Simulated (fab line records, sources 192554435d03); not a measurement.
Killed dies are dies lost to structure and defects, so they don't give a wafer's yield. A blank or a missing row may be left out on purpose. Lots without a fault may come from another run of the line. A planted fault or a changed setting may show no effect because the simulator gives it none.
fab line records | flow n5_finfet
record lots=9 wafers=27 last_day=18
route steps=1938 shown BEOL_M11@1573 BEOL_M12@1602
lots that met no fault: from a run of the same line without faults
start_h: hours from the record's first day to the start of the lot's first wafer shown | wait_h: hours since the lot's step before | " the same as in the row above | L1.1+2: a row that stands for several wafers | - no value, or no start given | * or withheld: withheld | < > ~ a bound
route shown NAME@n: a module of which the file shows steps, and the number in the route of the first | usual: mean/standard deviation of fault-free wafers | same: alike in all rows | chamber/n: place in a boat | sites: the reading at each site | _std_site: their standard deviation | _edge_site: outer sites' mean less inner sites' | radius_mm: how far each site lies from the wafer's centre | mask NAME#n: copy n | behind: the tool/chamber that last shaped the wafer | hold: why the lot was held/for how many hours/how that ended | device: the transistor (n, p or np) that didn't switch | end of line: the same wafers' tests at the end of the route | a step without rows: its recipe alone | killed: dies lost to structure and defects at the first sort, not the wafer's yield | map: a wafer's dies, x killed, . not, _ none there
set.NAME: the setting as run; set.NAME@STEP: as run at that earlier step | model.NAME: the simulator's own value behind a step, which no gauge read
steps of the route over a sample of lots; a table a step, a row a wafer
services: from which hour (start_h, from the record's first day; less than 0 if before it) a tool's chamber was out of use, for how many hours, and why
## steps
# step N5_BEOL_M11_ETCH_66
# recipe chemistry=N2/H2 target=SOC target_depth_a=1200 overetch_a=240 mask_material=SiARC temp_c=40 time_s=180 ion_energy_ev=200 pressure_mtorr=30 source_w=840 bias_w=150 n2_flow_sccm=200 h2_flow_sccm=200
# usual drypump_motor_current_A=5.6/0.44 n2_flow_sccm=199.9/0.61 oes_product_au=0.66/0.066 rf_vpp_V=522.7/2.5 showerhead_plenum_p_Torr=2.51/0.088 throttle_valve_pct=17.67/0.2
# same time_s=180
# columns lot.wafer tool chamber start_h wait_h drypump_motor_current_A n2_flow_sccm oes_product_au rf_hours_counter_h rf_vpp_V showerhead_plenum_p_Torr throttle_valve_pct
L543.2 rie_diel-03 2 234.87 0.0 5.0 200.0 0.73 22 524.7 2.60 17.49
L543.5 " 3 " " 5.7 200.5 0.54 - 523.0 2.52 18.10
L543.6 " 2 " " 5.0 199.5 0.73 - 523.9 2.60 17.48
L545.1 rie_diel-01 1 237.15 0.0 5.8 200.1 0.67 91 522.2 2.48 17.62
L545.3 " 3 " " 5.6 200.0 0.60 170 526.9 2.65 17.78
L545.5 " 2 " " 5.2 200.2 0.62 - 520.3 2.43 17.70
L548.3 rie_diel-04 2 246.77 0.0 6.2 200.7 0.69 68 523.3 2.57 17.36
L548.5 " 2 " " 6.2 200.0 0.69 - 526.6 2.57 17.37
L548.6 " 1 " " 5.7 199.9 0.60 - 518.1 2.33 17.58
L550.3 rie_diel-01 3 260.99 0.0 5.6 198.8 0.60 179 527.0 2.65 17.77
L550.4 " 0 " " 5.0 199.8 0.73 29 522.3 2.50 17.54
L550.5 " 2 " " 5.2 200.1 0.61 - 521.0 2.43 17.73
L552.2 rie_diel-04 2 272.54 0.0 6.2 200.5 0.68 77 524.5 2.57 17.38
L552.5 " 1 " " 5.7 201.1 0.59 - 518.4 2.32 17.58
L552.6 " 2 " " 6.2 199.2 0.67 - 526.8 2.57 17.38
L557.2 rie_diel-04 0 322.67 0.0 5.8 199.4 0.75 16 522.8 2.49 17.81
L557.5 " 2 " " 6.2 199.6 0.67 - 524.8 2.56 17.40
L557.6 " 3 " " 5.2 199.2 0.54 - 520.3 2.40 17.71
L562.1 rie_diel-03 3 344.88 0.0 5.7 198.4 0.73 18 522.1 2.50 17.77
L562.2 " 1 " " 6.3 200.2 0.69 37 526.2 2.59 17.97
L562.6 " 0 " " 6.0 201.6 0.73 - 522.0 2.48 17.24
L563.1 rie_diel-04 1 346.99 0.0 5.7 199.6 0.58 192 518.1 2.31 17.64
L563.4 " 0 " " 5.7 199.9 0.72 - 522.1 2.49 17.83
L563.5 " 2 " " 6.2 199.9 0.66 - 523.9 2.56 17.41
L566.2 rie_diel-03 1 379.54 0.0 6.3 199.2 0.67 48 524.2 2.58 17.97
L566.3 " 2 " " 5.0 199.7 0.67 70 525.0 2.58 17.56
L566.5 " 3 " " 5.7 200.3 0.71 - 522.2 2.50 17.79
# step N5_BEOL_M11_THK_MEAS_53
# recipe thk_meas_gauge=xrf reads=Cu_of_BEOL_M11_ECD_50
# usual M11_THK=138/3.3
# columns lot.wafer tool chamber start_h wait_h M11_THK[nm]
L543.2 film_metro-01 - 237.69 - 141
L543.5 " - " " 135
L543.6 " - " " 140
L545.1 film_metro-01 - 241.50 - 135
L545.3 " - " " 132
L545.5 " - " " 134
L548.3 film_metro-02 - 250.91 - 136
L548.5 " - " " 136
L548.6 " - " " 135
L550.3 film_metro-02 - 265.41 - 139
L550.4 " - " " 134
L550.5 " - " " 138
L552.2 film_metro-01 - 275.53 - 134
L552.5 " - " " 137
L552.6 " - " " 133
L557.2 film_metro-01 - 325.99 - 141
L557.5 " - " " 135
L557.6 " - " " 135
L562.1 film_metro-02 - 348.44 - 143
L562.2 " - " " 138
L562.6 " - " " 140
L563.1 film_metro-01 - 350.23 - 137
L563.4 " - " " 142
L563.5 " - " " 138
L566.2 film_metro-01 - 382.94 - 141
L566.3 " - " " 141
L566.5 " - " " 141
# step N5_BEOL_M11_INSPECT_58
# recipe inspect_instrument=darkfield mode=post_dep
# usual raw_defect_count=71/23
# columns lot.wafer tool chamber start_h wait_h raw_defect_count
L543.2 defect_inspect-02 - 237.84 0.0 59
L543.5 " - " " 47
L543.6 " - " " 100
L545.1 defect_inspect-02 - 241.66 0.0 57
L545.3 " - " " 80
L545.5 " - " " 108
L548.3 defect_inspect-01 - 251.10 0.0 57
L548.5 " - " " 82
L548.6 " - " " 76
L550.3 defect_inspect-02 - 265.56 0.0 51
L550.4 " - " " 54
L550.5 " - " " 61
L552.2 defect_inspect-01 - 275.68 0.0 36
L552.5 " - " " 50
L552.6 " - " " 44
L557.2 defect_inspect-02 - 326.14 0.0 86
L557.5 " - " " 90
L557.6 " - " " 90
L562.1 defect_inspect-01 - 348.59 0.0 45
L562.2 " - " " 91
L562.6 " - " " 79
L563.1 defect_inspect-02 - 350.38 0.0 46
L563.4 " - " " 83
L563.5 " - " " 59
L566.2 defect_inspect-01 - 383.09 0.0 99
L566.3 " - " " 70
L566.5 " - " " 88
# step N5_BEOL_M12_ILD_DEP_00
# recipe material=SiOC target_thk_a=6589.2 temp_c=350 precursor=DEMS/O2 pressure_torr=5 rf_w=500 time_s=130.7
# usual heater_power_w=452/44 run_length_s=175.3/0.58 showerhead_plenum_p_Torr=5.689/0.018 throttle_valve_pct=11.9/0.38
# columns lot.wafer tool chamber start_h wait_h heater_power_w run_length_s showerhead_plenum_p_Torr throttle_valve_pct
L543.2 pecvd-01 0 237.87 0.0 522 175.3 5.702 11.5
L543.5 " 2 " " 412 175.7 5.715 11.6
L543.6 " 0 " " 430 175.1 5.691 11.8
L545.1 pecvd-02 2 241.69 0.0 468 176.5 5.706 11.3
L545.3 " 1 " " 455 175.7 5.669 11.7
L545.5 " 1 " " 461 175.8 5.664 12.1
L548.3 pecvd-04 2 251.14 0.0 421 174.9 5.716 12.3
L548.5 " 1 " " 459 175.0 5.667 12.4
L548.6 " 0 " " 386 174.9 5.668 11.6
L550.3 pecvd-04 1 265.60 0.0 487 174.3 5.696 12.1
L550.4 " 2 " " 453 175.3 5.697 12.2
L550.5 " 1 " " 492 175.1 5.685 12.1
L552.2 pecvd-04 2 275.71 0.0 430 174.8 5.701 12.1
L552.5 " 2 " " 467 175.5 5.705 12.2
L552.6 " 0 " " 425 174.9 5.669 11.4
L557.2 pecvd-04 2 326.18 0.0 396 193.4 5.719 12.6
L557.5 " 1 " " 474 174.6 5.683 12.2
L557.6 " 2 " " 429 174.9 5.730 12.5
L562.1 pecvd-02 2 348.63 0.0 442 176.3 5.713 11.3
L562.2 " 1 " " 456 176.1 5.682 11.9
L562.6 " 2 " " 466 176.3 5.702 11.6
L563.1 pecvd-02 2 350.42 0.0 504 177.1 5.702 11.3
L563.4 " 0 " " 394 175.5 5.681 11.7
L563.5 " 1 " " 440 175.6 5.660 11.8
L566.2 pecvd-01 0 383.13 0.0 522 175.4 5.689 12.1
L566.3 " 1 " " 509 175.1 5.707 12.5
L566.5 " 1 " " 526 175.6 5.699 12.6
# step N5_BEOL_M12_THK_MEAS_01
# recipe reads=SiOC_of_BEOL_M12_ILD_DEP_00
# usual M12_ILD_THK=661/8.5
# columns lot.wafer tool chamber start_h wait_h M12_ILD_THK[nm]
L543.2 film_metro-01 - 238.00 0.1 653
L543.5 " - " " 679
L543.6 " - " " 665
L545.1 film_metro-01 - 241.82 0.1 646
L545.3 " - " " 654
L545.5 " - " " 660
L548.3 film_metro-02 - 251.27 0.1 663
L548.5 " - " " 666
L548.6 " - " " 679
L550.3 film_metro-01 - 265.73 0.1 653
L550.4 " - " " 663
L550.5 " - " " 656
L552.2 film_metro-02 - 275.85 0.1 653
L552.5 " - " " 668
L552.6 " - " " 668
L557.2 film_metro-02 - 326.31 0.1 740
L557.5 " - " " 655
L557.6 " - " " 662
L562.1 film_metro-01 - 348.76 0.1 654
L562.2 " - " " 660
L562.6 " - " " 666
L563.1 film_metro-01 - 350.55 0.1 662
L563.4 " - " " 658
L563.5 " - " " 674
L566.2 film_metro-02 - 383.26 0.1 652
L566.3 " - " " 656
L566.5 " - " " 658
# step N5_BEOL_M12_STRIP_63
# recipe chemistry=N2/H2 power_w=1000 temp_c=250 h2_frac=0.65 overash_fraction=0.3 pressure_mtorr=1000 n2_flow_sccm=1750 h2_flow_sccm=3250
# usual drypump_motor_current_A=5.33/0.23 heater_power_w=306/22 n2_flow_sccm=1750/5.1 oes_product_au=0.692/0.005 strip_time_to_endpoint_s=42.2/0.99
# columns lot.wafer tool chamber start_h wait_h drypump_motor_current_A heater_power_w n2_flow_sccm oes_product_au rf_hours_counter_h strip_time_to_endpoint_s
L543.2 plasma_asher-02 0 238.82 - 5.01 323 1762 0.688 113 42.7
L543.5 " 0 " " 5.01 318 1757 0.693 - 41.6
L543.6 " 1 " " 5.35 292 1746 0.690 - 42.1
L545.1 plasma_asher-01 1 242.68 - 5.33 339 1758 0.694 76 43.7
L545.3 " 1 " " 5.34 335 1756 0.689 - 43.4
L545.5 " 1 " " 5.34 340 1749 0.694 - 43.3
L548.3 plasma_asher-02 1 252.03 - 5.36 292 1747 0.699 - 42.5
L548.5 " 1 " " 5.37 285 1740 0.687 - 40.8
L548.6 " 0 " " 5.02 329 1747 0.688 - 40.3
L550.3 plasma_asher-01 1 266.45 - 5.34 338 1750 0.688 - 42.1
L550.4 " 0 " " 5.64 285 1745 0.685 - 41.5
L550.5 " 0 " " 5.56 276 1755 0.698 - 41.7
L552.2 plasma_asher-02 0 276.52 - 5.03 320 1751 0.707 121 42.2
L552.5 " 0 " " 5.00 317 1753 0.695 - 42.8
L552.6 " 1 " " 5.37 293 1751 0.694 - 41.6
L557.2 plasma_asher-01 0 327.11 - 5.68 284 1755 0.683 96 37.0
L557.5 " 1 " " 5.34 339 1748 0.694 - 43.8
L557.6 " 0 " " 5.62 282 1751 0.697 - 41.7
L562.1 plasma_asher-01 1 349.56 - 5.35 331 1746 0.697 101 42.9
L562.2 " 0 " " 5.64 274 1752 0.699 101 41.9
L562.6 " 0 " " 5.68 284 1756 0.687 - 42.1
L563.1 plasma_asher-01 1 351.36 - 5.34 336 1753 0.696 102 42.0
L563.4 " 0 " " 5.61 282 1758 0.696 - 42.7
L563.5 " 1 " " 5.33 335 1749 0.686 - 42.1
L566.2 plasma_asher-02 1 383.94 - 5.34 290 1754 0.696 140 42.4
L566.3 " 1 " " 5.36 296 1752 0.695 - 41.8
L566.5 " 0 " " 4.99 318 1743 0.696 - 41.8
## services
# columns tool chamber start_h hours kind
rie_diel-01 1 218.33 2.2 repair
rie_diel-04 0 235.68 - clean
rie_diel-04 0 235.68 - consumable_replace:focus_ring
rie_diel-04 0 235.68 26.3 scheduled_down
rie_diel-04 0 235.68 26.3 vent_cycle
rie_diel-04 - 237.68 2.8 pm
pecvd-01 - 241.79 14.6 pm
pecvd-04 - 254.23 6.0 pm
rie_diel-01 0 254.85 1.3 repair
rie_diel-01 0 269.55 3.6 repair
pecvd-01 1 279.98 6.5 repair
pecvd-01 0 287.45 3.9 repair
rie_diel-04 - 288.48 2.1 repair
pecvd-02 - 290.07 1.3 repair
rie_diel-01 1 305.80 8.6 repair
plasma_asher-02 - 312.37 4.3 pm
pecvd-04 - 315.53 0.6 repair
plasma_asher-02 - 323.41 2.8 repair
rie_diel-03 1 336.61 1.6 repair
rie_diel-04 3 336.67 - clean
rie_diel-04 3 336.67 - consumable_replace:focus_ring
rie_diel-04 3 336.67 - consumable_replace:showerhead
pecvd-01 1 343.01 16.8 repair
rie_diel-03 2 383.66 6.4 repair
## key
first_sign step=N5_BEOL_M12_ILD_DEP_00 reading=run_length_s direction=up sigmas=31 usual=* struck=*
effect step=N5_BEOL_M12_THK_MEAS_01 reading=M12_ILD_THK direction=up sigmas=9.2 usual=661 struck=740
effect step=N5_BEOL_M12_STRIP_63 reading=strip_time_to_endpoint_s direction=down sigmas=5.2 usual=* struck=*
met_at N5_BEOL_M12_ILD_DEP_00
struck_lots L557
struck_wafers L557.2
not_acting_at N5_BEOL_M11_ETCH_66,N5_BEOL_M11_THK_MEAS_53,N5_BEOL_M11_INSPECT_58
onset_between 275.71 326.18
fault kind=process_parameter_drift tool=pecvd-04 chamber=- onset_h=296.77 steps=N5_BEOL_M12_ILD_DEP_00 channel=time_s offset=* shape=step end_h=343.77 scope=struck_wafers_only acts_in=* stated=*
